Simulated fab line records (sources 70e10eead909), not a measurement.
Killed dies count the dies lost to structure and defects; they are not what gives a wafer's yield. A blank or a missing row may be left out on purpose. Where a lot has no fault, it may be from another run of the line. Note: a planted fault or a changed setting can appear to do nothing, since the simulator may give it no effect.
Matching of chambers | flow nand_harc | NHARC_A_CONTACT_ETCH_106 on rie_diel-12: 4 sister chambers
The step etches the open film in CF4/O2, target depth 90 nm, overetch 9 nm, time 49.5 s. 4 wafers are shown with their chamber, then 12 later ones without.

== WAFERS WITH THEIR CHAMBER ==
wafer  | chamber | drypump_motor_current_A (A)
L089.1 | 3       | 5.9
L090.5 | 0       | 4.9
L091.2 | 2       | 5.7
L091.6 | 1       | 5.9

== WAFERS WHOSE CHAMBER IS MISSING ==
wafer  | drypump_motor_current_A (A)
L092.1 | 4.9
L092.2 | 5.9
L092.6 | 5.9
L093.1 | 5.9
L093.5 | 4.9
L093.6 | 5.9
L096.1 | 5.9
L096.2 | 5.9
L096.4 | 5.7
L097.1 | 6.0
L097.4 | 5.9
L097.6 | 4.9

== EACH ONE'S CHAMBER ==
wafer  | from the rows above     | in truth
L092.1 | 0                       | 0
L092.2 | can't be placed: 1 or 3 | 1
L092.6 | can't be placed: 1 or 3 | 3
L093.1 | can't be placed: 1 or 3 | 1
L093.5 | 0                       | 0
L093.6 | can't be placed: 1 or 3 | 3
L096.1 | can't be placed: 1 or 3 | 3
L096.2 | can't be placed: 1 or 3 | 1
L096.4 | 2                       | 2
L097.1 | can't be placed: 1 or 3 | 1
L097.4 | can't be placed: 1 or 3 | 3
L097.6 | 0                       | 0
Correct placement for 4 of the 12. From these rows, 8 cannot be placed; in 8 the true chamber is one of the candidates. Placed wrongly: 0.
How it was worked out, from the rows above alone: a wafer's distance from a chamber is the root of the sum, over the readings, of the square of ((its reading less the chamber's mean) divided by the reading's scatter). If the next closest chamber is less than 2 further off than the closest, the wafer can't be placed; otherwise it belongs to the closest. A chamber's mean is the mean of its shown wafers. The scatter: with one shown wafer a chamber, the root of the mean of the squares of how far each hidden wafer lies from its nearest shown one.
